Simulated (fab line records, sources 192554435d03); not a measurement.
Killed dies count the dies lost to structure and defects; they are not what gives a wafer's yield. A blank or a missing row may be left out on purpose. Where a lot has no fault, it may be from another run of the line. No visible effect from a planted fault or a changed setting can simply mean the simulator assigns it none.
The tool behind it: which one? | flow n5 finfet | 24 lots with 72 wafers sampled at 6 steps, on a route of 1938 steps

## WHAT EACH GAUGE READ, for each wafer
N5_BEOL_M5_THK_MEAS_01. Usual: M5_ILD_THK typically reads 120.7 nm, with standard deviation 1.8.
lot  | measured     | on            | M5_ILD_THK (nm)   | flag
L075 | day 8 19:11  | film metro-01 | 119.1 119.8 121.0 |
L074 | day 8 20:25  | film metro-01 | 118.8 121.8 120.1 |
L076 | day 9 09:46  | film metro-02 | 118.5 120.7 120.8 |
L077 | day 9 10:42  | film metro-01 | 120.0 119.5 120.4 |
L078 | day 9 16:36  | film metro-01 | 121.2 122.5 123.6 |
L081 | day 10 02:25 | film metro-01 | 119.6 121.2 121.4 |
L082 | day 10 12:07 | film metro-02 | 122.2 125.5 124.1 |
L080 | day 10 15:17 | film metro-01 | 120.4 120.5 123.6 |
L079 | day 10 17:05 | film metro-01 | 118.5 119.1 120.3 |
L083 | day 10 19:50 | film metro-02 | 120.2 118.5 119.7 |
L084 | day 10 22:20 | film metro-02 | 120.8 120.3 120.3 |
L085 | day 11 10:15 | film metro-02 | 117.0 117.8 119.8 |
L086 | day 11 10:44 | film metro-01 | 120.3 123.1 121.1 |
L087 | day 12 01:55 | film metro-01 | 118.7 120.7 121.6 |
L090 | day 12 05:13 | film metro-02 | 120.9 121.6 121.6 |
L088 | day 12 06:01 | film metro-01 | 118.8 120.9 121.3 |
L089 | day 12 15:40 | film metro-02 | 123.0 120.1 123.7 |
L092 | day 12 18:40 | film metro-02 | 118.9 119.3 120.5 |
L091 | day 12 19:20 | film metro-02 | 119.7 124.4 122.1 |
L093 | day 12 21:51 | film metro-01 | 120.7 122.3 121.3 |
L094 | day 13 14:05 | film metro-02 | 120.8 122.8 123.3 |
L095 | day 13 21:52 | film metro-02 | 118.2 120.5 120.5 |
L097 | day 14 02:29 | film metro-02 | 122.9 120.7 121.0 |
L096 | day 14 05:50 | film metro-01 | 118.4 122.7 121.2 |

## EACH LOT AND THE TOOL THAT RAN IT (in order: tool; ch and the chambers of the sampled wafers; start)
lot  | N5_BEOL_M4_ANNEAL_82         | N5_BEOL_M4_SPUTTER_90        | N5_BEOL_M4_ANNEAL_51             | N5_BEOL_M4_PRE_CLEAN_60          | N5_BEOL_M4_DEP_57
L075 | pvd sputter-01, day 8 15:05  | pvd sputter-01, day 8 15:40  | rtp anneal-01 ch 0, day 8 16:34  | cvd co-02 ch 0,1, day 8 17:22    | pecvd-01 ch 0,1,2, day 8 17:32
L074 | pvd sputter-03, day 8 15:40  | pvd sputter-03, day 8 16:14  | rtp anneal-01 ch 0, day 8 17:08  | cvd co-02 ch 0,1,2, day 8 17:44  | pecvd-02 ch 0,1,2, day 8 17:53
L076 | pvd sputter-02, day 9 05:53  | pvd sputter-02, day 9 06:28  | rtp anneal-02 ch 0, day 9 07:20  | cvd co-01 ch 0,2, day 9 07:58    | pecvd-02 ch 1,2, day 9 08:07
L077 | pvd sputter-03, day 9 06:03  | pvd sputter-03, day 9 06:38  | rtp anneal-01 ch 0, day 9 07:29  | cvd co-01 ch 0,1,2, day 9 08:07  | pecvd-03 ch 0,2, day 9 08:16
L078 | pvd sputter-02, day 9 12:17  | pvd sputter-02, day 9 12:52  | rtp anneal-02 ch 0, day 9 13:44  | cvd co-01 ch 1,2, day 9 14:43    | pecvd-02 ch 0,1, day 9 14:56
L081 | pvd sputter-01, day 9 22:23  | pvd sputter-01, day 9 23:01  | rtp anneal-02 ch 0, day 9 23:59  | cvd co-02 ch 0,1, day 10 00:34   | pecvd-03 ch 0,1, day 10 00:44
L082 | pvd sputter-01, day 10 07:36 | pvd sputter-01, day 10 08:15 | rtp anneal-01 ch 0, day 10 09:12 | cvd co-02 ch 1,2, day 10 09:50   | pecvd-02 ch 0,1,2, day 10 09:59
L080 | pvd sputter-01, day 10 11:05 | pvd sputter-01, day 10 11:44 | rtp anneal-01 ch 0, day 10 12:47 | cvd co-01 ch 0,1, day 10 13:24   | pecvd-02 ch 0,1, day 10 13:35
L079 | pvd sputter-03, day 10 12:56 | pvd sputter-03, day 10 13:31 | rtp anneal-01 ch 0, day 10 14:41 | cvd co-01 ch 0,1, day 10 15:17   | pecvd-03 ch 0,1,2, day 10 15:26
L083 | pvd sputter-02, day 10 15:05 | pvd sputter-02, day 10 15:40 | rtp anneal-02 ch 0, day 10 17:25 | cvd co-02 ch 0,2, day 10 18:02   | pecvd-03 ch 1,2, day 10 18:11
L084 | pvd sputter-03, day 10 17:39 | pvd sputter-03, day 10 18:14 | rtp anneal-01 ch 0, day 10 19:05 | cvd co-02 ch 1,2, day 10 20:31   | pecvd-02 ch 0,1,2, day 10 20:41
L085 | pvd sputter-02, day 11 06:23 | pvd sputter-02, day 11 06:58 | rtp anneal-02 ch 0, day 11 07:49 | cvd co-02 ch 0,2, day 11 08:26   | pecvd-02 ch 0,2, day 11 08:36
L086 | pvd sputter-03, day 11 06:37 | pvd sputter-03, day 11 07:11 | rtp anneal-02 ch 0, day 11 08:10 | cvd co-01 ch 0,2, day 11 08:43   | pecvd-03 ch 0,2, day 11 08:52
L087 | pvd sputter-03, day 11 21:33 | pvd sputter-03, day 11 22:08 | rtp anneal-02 ch 0, day 11 22:59 | cvd co-02 ch 0,1,2, day 11 23:37 | pecvd-02 ch 0,1, day 11 23:46
L090 | pvd sputter-03, day 12 00:34 | pvd sputter-03, day 12 01:09 | rtp anneal-01 ch 0, day 12 02:05 | cvd co-01 ch 0,1, day 12 02:54   | pecvd-02 ch 0,2, day 12 03:04
L088 | pvd sputter-01, day 12 00:43 | pvd sputter-01, day 12 01:17 | rtp anneal-02 ch 0, day 12 02:08 | cvd co-01 ch 0,1,2, day 12 02:46 | pecvd-03 ch 0,2, day 12 02:56
L089 | pvd sputter-03, day 12 11:43 | pvd sputter-03, day 12 12:17 | rtp anneal-01 ch 0, day 12 13:09 | cvd co-01 ch 0,1, day 12 13:52   | pecvd-03 ch 0,2, day 12 14:01
L092 | pvd sputter-02, day 12 14:42 | pvd sputter-02, day 12 15:17 | rtp anneal-01 ch 0, day 12 16:17 | cvd co-02 ch 0,1,2, day 12 16:52 | pecvd-02 ch 0,1,2, day 12 17:01
L091 | pvd sputter-01, day 12 14:52 | pvd sputter-01, day 12 15:27 | rtp anneal-02 ch 0, day 12 16:32 | cvd co-01 ch 0,1,2, day 12 17:22 | pecvd-01 ch 1,2, day 12 17:31
L093 | pvd sputter-03, day 12 17:58 | pvd sputter-03, day 12 18:33 | rtp anneal-02 ch 0, day 12 19:27 | cvd co-02 ch 0,2, day 12 20:02   | pecvd-01 ch 0,2, day 12 20:11
L094 | pvd sputter-02, day 13 10:05 | pvd sputter-02, day 13 10:40 | rtp anneal-01 ch 0, day 13 11:34 | cvd co-02 ch 0,1,2, day 13 12:09 | pecvd-02 ch 0,1,2, day 13 12:19
L095 | pvd sputter-01, day 13 17:14 | pvd sputter-01, day 13 17:49 | rtp anneal-02 ch 0, day 13 18:40 | cvd co-01 ch 0,1, day 13 19:17   | pecvd-02 ch 0,1,2, day 13 19:27
L097 | pvd sputter-02, day 13 22:32 | pvd sputter-02, day 13 23:07 | rtp anneal-02 ch 0, day 14 00:06 | cvd co-02 ch 0,2, day 14 00:37   | pecvd-01 ch 0,1,2, day 14 00:50
L096 | pvd sputter-03, day 14 01:46 | pvd sputter-03, day 14 02:25 | rtp anneal-01 ch 0, day 14 03:25 | cvd co-02 ch 0,1, day 14 04:00   | pecvd-02 ch 0,2, day 14 04:10
- N5_BEOL_M4_ANNEAL_82: time 240 s.
- N5_BEOL_M4_SPUTTER_90: material Cu, target thk 4.5 nm, time 8.29 s.
- N5_BEOL_M4_ANNEAL_51: time 90 s.
- N5_BEOL_M4_PRE_CLEAN_60: time 15 s.
- N5_BEOL_M4_DEP_57: deposits SiCN from 3MS/NH3, target thk 8 nm, time 14 s.

## WHAT THE TOOLS THEMSELVES READ (means of the sampled wafers that have a number; where no wafer has one, the mark that the record gives instead)
N5_BEOL_M4_ANNEAL_82. Usual: heater power w reads 816 W (standard deviation 78).
lot  | tool           | heater power w (W) | flag
L075 | pvd sputter-01 | 849                |
L074 | pvd sputter-03 | 798                |
L076 | pvd sputter-02 | 782                |
L077 | pvd sputter-03 | 777                |
L078 | pvd sputter-02 | 755                |
L081 | pvd sputter-01 | 902                |
L082 | pvd sputter-01 | 829                |
L080 | pvd sputter-01 | 833                |
L079 | pvd sputter-03 | 757                |
L083 | pvd sputter-02 | 766                |
L084 | pvd sputter-03 | 787                |
L085 | pvd sputter-02 | 806                |
L086 | pvd sputter-03 | 799                |
L087 | pvd sputter-03 | 822                |
L090 | pvd sputter-03 | 836                |
L088 | pvd sputter-01 | 901                |
L089 | pvd sputter-03 | 842                |
L092 | pvd sputter-02 | 824                |
L091 | pvd sputter-01 | 845                |
L093 | pvd sputter-03 | 789                |
L094 | pvd sputter-02 | 793                |
L095 | pvd sputter-01 | 838                |
L097 | pvd sputter-02 | 823                |
L096 | pvd sputter-03 | 771                |

N5_BEOL_M4_SPUTTER_90. Usual: throttle valve pct reads 30.2 % (standard deviation 1).
lot  | tool           | throttle valve pct (%) | flag
L075 | pvd sputter-01 | 30.6                   |
L074 | pvd sputter-03 | 29.7                   |
L076 | pvd sputter-02 | 31.1                   |
L077 | pvd sputter-03 | 30.9                   |
L078 | pvd sputter-02 | 29.9                   |
L081 | pvd sputter-01 | 30.1                   |
L082 | pvd sputter-01 | 30.3                   |
L080 | pvd sputter-01 | 30.5                   |
L079 | pvd sputter-03 | 30.5                   |
L083 | pvd sputter-02 | 29.9                   |
L084 | pvd sputter-03 | 30.7                   |
L085 | pvd sputter-02 | 30.6                   |
L086 | pvd sputter-03 | 30.8                   |
L087 | pvd sputter-03 | 29.4                   |
L090 | pvd sputter-03 | 30.0                   |
L088 | pvd sputter-01 | 30.3                   |
L089 | pvd sputter-03 | 30.6                   |
L092 | pvd sputter-02 | 30.4                   |
L091 | pvd sputter-01 | 30.4                   |
L093 | pvd sputter-03 | 30.7                   |
L094 | pvd sputter-02 | 29.3                   |
L095 | pvd sputter-01 | 30.4                   |
L097 | pvd sputter-02 | 30.2                   |
L096 | pvd sputter-03 | 30.1                   |

N5_BEOL_M4_ANNEAL_51. Usual: anneal temp c 224.97 C, standard deviation 0.17; wafer_temp_C_max 226.1, standard deviation 0.33.
lot  | tool          | anneal temp c (C) | wafer_temp_C_max | flag
L075 | rtp anneal-01 | 225.05            | 226.6            |
L074 | rtp anneal-01 | 225.16            | 226.3            |
L076 | rtp anneal-02 | 225.22            | 225.8            |
L077 | rtp anneal-01 | 224.74            | 226.4            |
L078 | rtp anneal-02 | 224.94            | 226.0            |
L081 | rtp anneal-02 | 225.12            | 225.9            |
L082 | rtp anneal-01 | 224.97            | 226.5            |
L080 | rtp anneal-01 | 224.94            | 226.4            |
L079 | rtp anneal-01 | 225.06            | 226.3            |
L083 | rtp anneal-02 | 224.96            | 225.9            |
L084 | rtp anneal-01 | 225.09            | 226.2            |
L085 | rtp anneal-02 | 225.03            | 225.8            |
L086 | rtp anneal-02 | 224.84            | 225.8            |
L087 | rtp anneal-02 | 224.93            | 226.0            |
L090 | rtp anneal-01 | 224.63            | 226.5            |
L088 | rtp anneal-02 | 224.99            | 225.9            |
L089 | rtp anneal-01 | 224.72            | 226.5            |
L092 | rtp anneal-01 | 224.96            | 226.5            |
L091 | rtp anneal-02 | 225.06            | 225.6            |
L093 | rtp anneal-02 | 224.90            | 226.1            |
L094 | rtp anneal-01 | 224.87            | 226.2            |
L095 | rtp anneal-02 | 225.07            | 225.8            |
L097 | rtp anneal-02 | 225.00            | 225.8            |
L096 | rtp anneal-01 | 225.24            | 225.9            |

N5_BEOL_M4_PRE_CLEAN_60. Usual: heater power w reads 85 W (standard deviation 12).
lot  | tool      | heater power w (W) | flag
L075 | cvd co-02 | 76                 |
L074 | cvd co-02 | 84                 |
L076 | cvd co-01 | 86                 |
L077 | cvd co-01 | 87                 |
L078 | cvd co-01 | 75                 |
L081 | cvd co-02 | 79                 |
L082 | cvd co-02 | 83                 |
L080 | cvd co-01 | 98                 |
L079 | cvd co-01 | 98                 |
L083 | cvd co-02 | 92                 |
L084 | cvd co-02 | 88                 |
L085 | cvd co-02 | 85                 |
L086 | cvd co-01 | 75                 |
L087 | cvd co-02 | 84                 |
L090 | cvd co-01 | 99                 |
L088 | cvd co-01 | 87                 |
L089 | cvd co-01 | 97                 |
L092 | cvd co-02 | 84                 |
L091 | cvd co-01 | 88                 |
L093 | cvd co-02 | 90                 |
L094 | cvd co-02 | 86                 |
L095 | cvd co-01 | 99                 |
L097 | cvd co-02 | 91                 |
L096 | cvd co-02 | 80                 |

N5_BEOL_M4_DEP_57. Usual: showerhead plenum p Torr 3.668 Torr, standard deviation 0.016; throttle valve pct 8.9 %, standard deviation 0.45.
lot  | tool     | showerhead plenum p Torr (Torr) | throttle valve pct (%) | flag
L075 | pecvd-01 | 3.681                           | 9.3                    |
L074 | pecvd-02 | 3.659                           | 8.8                    |
L076 | pecvd-02 | 3.655                           | 8.7                    |
L077 | pecvd-03 | 3.660                           | 8.7                    |
L078 | pecvd-02 | 3.658                           | 8.7                    |
L081 | pecvd-03 | 3.685                           | 8.9                    |
L082 | pecvd-02 | 3.663                           | 8.8                    |
L080 | pecvd-02 | 3.649                           | 8.8                    |
L079 | pecvd-03 | 3.674                           | 8.9                    |
L083 | pecvd-03 | 3.669                           | 8.7                    |
L084 | pecvd-02 | 3.651                           | 8.7                    |
L085 | pecvd-02 | 3.664                           | 8.8                    |
L086 | pecvd-03 | 3.656                           | 8.4                    |
L087 | pecvd-02 | 3.654                           | 8.8                    |
L090 | pecvd-02 | 3.661                           | 8.7                    |
L088 | pecvd-03 | 3.661                           | 8.5                    |
L089 | pecvd-03 | 3.666                           | 8.6                    |
L092 | pecvd-02 | 3.658                           | 8.9                    |
L091 | pecvd-01 | 3.676                           | 8.7                    |
L093 | pecvd-01 | 3.677                           | 9.5                    |
L094 | pecvd-02 | 3.660                           | 8.8                    |
L095 | pecvd-02 | 3.659                           | 8.6                    |
L097 | pecvd-01 | 3.682                           | 9.5                    |
L096 | pecvd-02 | 3.667                           | 8.8                    |

## THE ANSWER, worked out from the rows above alone
Rule: lot off if the mean of its wafers having a number is beyond 3 standard deviations from the usual mean. Also off: a lot with no number at a reading for which 4 or more lots have one. All remaining lots with rows at the step are treated as sound. First the gauges in route order, then the tools' own readings, where a lot's mean is used as printed above. The first step at which some lot is off is used, and at that step the reading that is off furthest; a lot without a number counts as furthest.
No lot is off at any reading shown: from this, nothing can be told.

## WHAT THE SIMULATOR HAD PUT IN
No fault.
